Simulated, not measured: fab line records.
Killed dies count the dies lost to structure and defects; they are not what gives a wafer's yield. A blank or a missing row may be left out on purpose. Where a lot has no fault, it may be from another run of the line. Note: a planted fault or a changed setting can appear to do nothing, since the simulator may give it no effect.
Chamber matching || flow n5_finfet || N5_BEOL_M11_ETCH_61 on rie_diel-06 has 4 sister chambers
The step etches SiARC in CF4, target depth 39 nm, time 65 s. 4 wafers are shown with their chamber, then 11 later ones without.

== EACH WAFER AND ITS CHAMBER ==
{"wafer": "L089.1", "chamber": 0, "showerhead_plenum_p_Torr (Torr)": 2.13}
{"wafer": "L089.3", "chamber": 1, "showerhead_plenum_p_Torr (Torr)": 2.11}
{"wafer": "L089.4", "chamber": 3, "showerhead_plenum_p_Torr (Torr)": 2.25}
{"wafer": "L090.3", "chamber": 2, "showerhead_plenum_p_Torr (Torr)": 2.20}

== WAFERS WITH NO CHAMBER GIVEN ==
{"wafer": "L090.5", "showerhead_plenum_p_Torr (Torr)": 2.24}
{"wafer": "L090.6", "showerhead_plenum_p_Torr (Torr)": 2.12}
{"wafer": "L091.1", "showerhead_plenum_p_Torr (Torr)": 2.12}
{"wafer": "L091.4", "showerhead_plenum_p_Torr (Torr)": 2.24}
{"wafer": "L091.5", "showerhead_plenum_p_Torr (Torr)": 2.20}
{"wafer": "L097.1", "showerhead_plenum_p_Torr (Torr)": 2.10}
{"wafer": "L097.2", "showerhead_plenum_p_Torr (Torr)": 2.20}
{"wafer": "L097.3", "showerhead_plenum_p_Torr (Torr)": 2.12}
{"wafer": "L095.3", "showerhead_plenum_p_Torr (Torr)": 2.10}
{"wafer": "L095.5", "showerhead_plenum_p_Torr (Torr)": 2.24}
{"wafer": "L095.6", "showerhead_plenum_p_Torr (Torr)": 2.12}

== THE CHAMBER EACH PASSED THROUGH ==
{"wafer": "L090.5", "from the rows above": 3, "in truth": 3}
{"wafer": "L090.6", "from the rows above": "can't be placed: 0 or 1", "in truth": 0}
{"wafer": "L091.1", "from the rows above": "can't be placed: 0 or 1", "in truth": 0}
{"wafer": "L091.4", "from the rows above": 3, "in truth": 3}
{"wafer": "L091.5", "from the rows above": 2, "in truth": 2}
{"wafer": "L097.1", "from the rows above": 1, "in truth": 1}
{"wafer": "L097.2", "from the rows above": 2, "in truth": 2}
{"wafer": "L097.3", "from the rows above": "can't be placed: 0 or 1", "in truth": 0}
{"wafer": "L095.3", "from the rows above": 1, "in truth": 1}
{"wafer": "L095.5", "from the rows above": 3, "in truth": 3}
{"wafer": "L095.6", "from the rows above": "can't be placed: 0 or 1", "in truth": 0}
Correct placement for 7 of the 11. Cannot be placed on the basis of these rows: 4; the candidates contain the true chamber in 4. Number placed wrongly: 0.
How it was worked out, from the rows above alone: a wafer's distance from a chamber is the root of the sum, over the readings, of the square of ((its reading less the chamber's mean) divided by the reading's scatter). If the next closest chamber is less than 2 further off than the closest, the wafer can't be placed; otherwise it belongs to the closest. The mean given for a chamber averages the wafers shown for that chamber. The scatter: root of mean squared gap, hidden wafer to nearest shown wafer, with one shown wafer a chamber.
